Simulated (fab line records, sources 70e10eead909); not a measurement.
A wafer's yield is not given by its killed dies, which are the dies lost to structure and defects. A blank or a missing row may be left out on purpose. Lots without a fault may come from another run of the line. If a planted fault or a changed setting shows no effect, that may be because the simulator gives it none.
Problem report in the 8D (eight disciplines) form, filled by code + flow nand-harc + the parts of the form that need people (team, actions taken, sign-off) are left out

1. THE ISSUE
run-length-s at NHARC_A_STAIRCASE_TRIM_187 reads a mean of 241.6 s on 2 wafers of 2 lots; wafers without a fault read 232.6 s with a standard deviation of 0.51. Relative to the usual mean, that is a shift of +18 standard deviations.
The step: chemistry O2, time 211.2 s.
The first sign was on wafer L937.4 at day 14 16:38, on rie-diel-06. The record has a number at this step for 35 wafers belonging to 12 lots. The rule behind "out" and "out of limits": a value lying over 4 standard deviations away from the usual mean. The rest of the wafers with a number are treated as sound.

2. WHAT IT IS, AND WHAT IT ISN'T
| question                    | is                | is not                                                                                          |
|-----------------------------|-------------------|-------------------------------------------------------------------------------------------------|
| which readings at this step | run-length-s      | drypump-motor-current-A, oes-product-au, rf-vpp-V, showerhead-plenum-p-Torr, throttle-valve-pct |
| which lots                  | L937, L938        | L924, L925, L926, L928, L929, L930, L942, L943, L944, L946                                      |
| which wafers of those lots  | L937.4, L938.5    | L937.1, L937.3, L938.3                                                                          |
| read on which tools         | rie-diel-06       | rie-diel-02, rie-diel-07                                                                        |
| when                        | from day 14 16:38 | up to then (20 sound wafers); but 13 sound wafers of L938, L942, L943, L944, L946 came after    |

3. SUSPECTS, AND WHAT RULES EACH OUT
Counting: a tool at a process step up to the reading stays a suspect if it ran every lot that is out. Sound lots after the first of them don't rule it out here, since some wafers of a struck lot are sound.
- rie-diel-06 at NHARC_A_STAIRCASE_TRIM_187 (chemistry O2, time 211.2 s): kept. Every lot that is out went through it, the first being L937 (day 14 16:38); the last sound lot it ran before that was L930 (day 12 13:49). On those wafers its own readings are out: run-length-s.
- Within rie-diel-06 at NHARC_A_STAIRCASE_TRIM_187: the wafers that are out ran in chambers 1, 2; their sound lot-mates ran in chambers 0, 3.
The count leaves rie-diel-06 at NHARC_A_STAIRCASE_TRIM_187.

4. THE CAUSE (what the simulator had put in)
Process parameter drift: rie-diel-06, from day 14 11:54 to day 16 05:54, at NHARC_A_STAIRCASE_TRIM_187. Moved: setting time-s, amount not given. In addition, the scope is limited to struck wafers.
Only this tool survived the counting.

5. THE EFFECT CHAIN, in route order
Rows list readings where the struck wafers' mean (over those with a number) sits beyond 3 standard deviations from the usual. Scope: only readings with a usual standard deviation given in the record; hours: median across lots of the time from each lot's start at the first step in this table that gives one to its start at this step; sigmas: change in usual standard deviations.
| hours | step                       | reading      | usual   | on struck wafers | change | sigmas |
|-------|----------------------------|--------------|---------|------------------|--------|--------|
| 0     | NHARC_A_STAIRCASE_TRIM_187 | run-length-s | 232.6 s | 241.6            | +9.0   | +18    |
Its process steps:
- NHARC_A_STAIRCASE_TRIM_187: chemistry O2, time 211.2 s.

6. HOW IT WOULD HAVE BEEN CAUGHT EARLIER
In this record no reading fell out of limits until day 14 16:38, 5 hours after the fault had begun at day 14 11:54.
